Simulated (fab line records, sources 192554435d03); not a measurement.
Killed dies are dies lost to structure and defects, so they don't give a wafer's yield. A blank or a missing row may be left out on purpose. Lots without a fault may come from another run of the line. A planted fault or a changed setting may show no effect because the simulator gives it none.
Chamber matching | flow n5_finfet | N5_SD_EPI_P_ETCH_16 on rie_diel-06: 4 sister chambers
The step etches SiO2 in CHF3/O2, target depth 5 nm. 8 wafers are shown with their chamber, then 11 later ones without.

WAFERS WITH THEIR CHAMBER
wafer  | chamber | drypump_motor_current_A (A) | showerhead_plenum_p_Torr (Torr)
L084.6 | 1       | 6.6                         | 2.55
L088.1 | 2       | 5.6                         | 2.39
L088.4 | 2       | 5.7                         | 2.39
L090.4 | 3       | 5.9                         | 2.36
L091.1 | 0       | 5.8                         | 2.37
L091.2 | 3       | 5.9                         | 2.35
L091.6 | 0       | 5.8                         | 2.37
L094.1 | 1       | 6.6                         | 2.55

WAFERS WITHOUT THEIR CHAMBER
wafer  | drypump_motor_current_A (A) | showerhead_plenum_p_Torr (Torr)
L094.4 | 5.7                         | 2.38
L094.6 | 5.6                         | 2.38
L095.1 | 5.6                         | 2.38
L095.4 | 6.6                         | 2.54
L095.5 | 6.6                         | 2.54
L097.2 | 6.6                         | 2.54
L097.3 | 5.9                         | 2.35
L097.6 | 5.9                         | 2.35
L096.3 | 5.9                         | 2.35
L096.4 | 5.7                         | 2.38
L096.6 | 5.9                         | 2.35

WHICH CHAMBER EACH WENT THROUGH
wafer  | from the rows above     | in truth
L094.4 | can't be placed: 2 or 0 | 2
L094.6 | 2                       | 2
L095.1 | 2                       | 2
L095.4 | 1                       | 1
L095.5 | 1                       | 1
L097.2 | 1                       | 1
L097.3 | 3                       | 3
L097.6 | 3                       | 3
L096.3 | 3                       | 3
L096.4 | can't be placed: 2 or 0 | 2
L096.6 | 3                       | 3
Placed correctly: 9 of 11. Can't be placed from these rows: 2 (the true chamber is among the candidates in 2). Placed wrongly: 0.
How it was worked out, from the rows above alone: a wafer's distance from a chamber is the root of the sum, over the readings, of the square of ((its reading less the chamber's mean) divided by the reading's scatter). The wafer belongs to the nearest chamber; if the next one is less than 2 further off, it can't be placed. A chamber's mean is the mean of its shown wafers. The scatter: the root of (the sum of the squares of (reading less its chamber's mean) over the shown wafers, divided by (wafers less chambers)).
